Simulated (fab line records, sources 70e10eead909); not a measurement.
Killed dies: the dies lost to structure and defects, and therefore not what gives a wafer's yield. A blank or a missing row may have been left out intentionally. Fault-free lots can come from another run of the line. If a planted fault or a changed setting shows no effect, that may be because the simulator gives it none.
Comparing a struck lot with a sound one + flow nand-harc + 14 steps out of a route of 1159
Sound: the wafers L953.1, L953.5, L953.6. Struck: wafer L959.6; the same lot's L959.3 was not struck, so it is left out; see the end for the cause.
Per side, at each step with rows, come the tool, then ch with its chambers, and then its first start. Under that, the readings that differ: sound wafers + struck wafers + difference of the means + sigmas: that difference in standard deviations of wafers without a fault.
alike: readings with means less than 2 such deviations apart, plus words and numbers identical on both sides. not compared: withheld readings, readings lacking a value on some wafer, bounds such as >300 that could conceal the same value, and numbers that have no deviation in the record and whose values overlap.
The two part at a step that has a row with sigmas, a row that says differs or no value, or rows on one side only. When numbers do not overlap yet have no deviation, they are printed without sigmas and do not part them. Lack of a reading on every wafer of one side parts them only where that side has two or more wafers.

first, 2 steps without rows for these wafers: NHARC_A_SOURCE_PLATE_SRD_01; NHARC_A_SOURCE_PLATE_OXIDE_02 (material SiO2, target thk 10 nm, ox time 1362 s).
NHARC_A_SOURCE_PLATE_THK_MEAS_09: measures by ellipsometry.
  sound on film-metro-01, day 7 09:08; struck on film-metro-01, day 8 18:14
  alike: thk-nm
then, 3 steps without rows for these wafers: NHARC_A_SOURCE_PLATE_PVD_04 (deposits WSi2, target thk 50 nm); NHARC_A_SOURCE_PLATE_CVD_03 (deposits poly-Si, target thk 200 nm, time 4000 s); NHARC_A_SOURCE_PLATE_ANNEAL_05 (time 1800 s).
NHARC_A_SOURCE_PLATE_THK_MEAS_06: measures by ellipsometry.
  sound on film-metro-01, day 7 22:13; struck on film-metro-01, day 9 08:22
  alike: thk-nm
NHARC_A_SOURCE_PLATE_INSPECT_08:
  sound on defect-inspect-01, day 7 22:17; struck on defect-inspect-02, day 9 08:26
  alike: raw-defect-count
then, 1 step without rows for these wafers: NHARC_A_ONON_D1_DEP_00 (target thk 1000 nm).
NHARC_A_ONON_D1_THK_MEAS_02: measures by ellipsometry.
  sound on film-metro-01, day 7 22:53; struck on film-metro-01, day 9 09:01
  alike: thk-nm
NHARC_A_ONON_D1_DEP_03: target thk 1000 nm.
  sound on pecvd-onon-01 ch 0, day 7 22:56; struck on pecvd-onon-02 ch 0, day 9 09:11
  alike: n2-flow-sccm, n2o-flow-sccm
NHARC_A_ONON_D1_THK_MEAS_05: measures by ellipsometry.
  sound on film-metro-01, day 7 23:28; struck on film-metro-01, day 9 09:35
| reading     | sound          | struck | difference | sigmas |
|-------------|----------------|--------|------------|--------|
| thk-nm (nm) | 1012 1013 1012 | 697    | -315       | -29    |
then, 1 step without rows for these wafers: NHARC_A_ONON_D1_DEP_06 (target thk 1000 nm).
-- jump in the record: it breaks off in module A_ONON_D1 and resumes in module END (first step shown: number 1159 of the route), and 12 days separate the struck wafers' starts before and after --
NHARC_END_SORT_01:
  here the record holds rows for the struck wafers (prober-02 ch 0, day 21 05:44) but none for the sound ones

## WHERE THEY PART
Earliest at NHARC_A_ONON_D1_THK_MEAS_05; latest, in this record, at NHARC_END_SORT_01.

WHY: what the simulator had put in
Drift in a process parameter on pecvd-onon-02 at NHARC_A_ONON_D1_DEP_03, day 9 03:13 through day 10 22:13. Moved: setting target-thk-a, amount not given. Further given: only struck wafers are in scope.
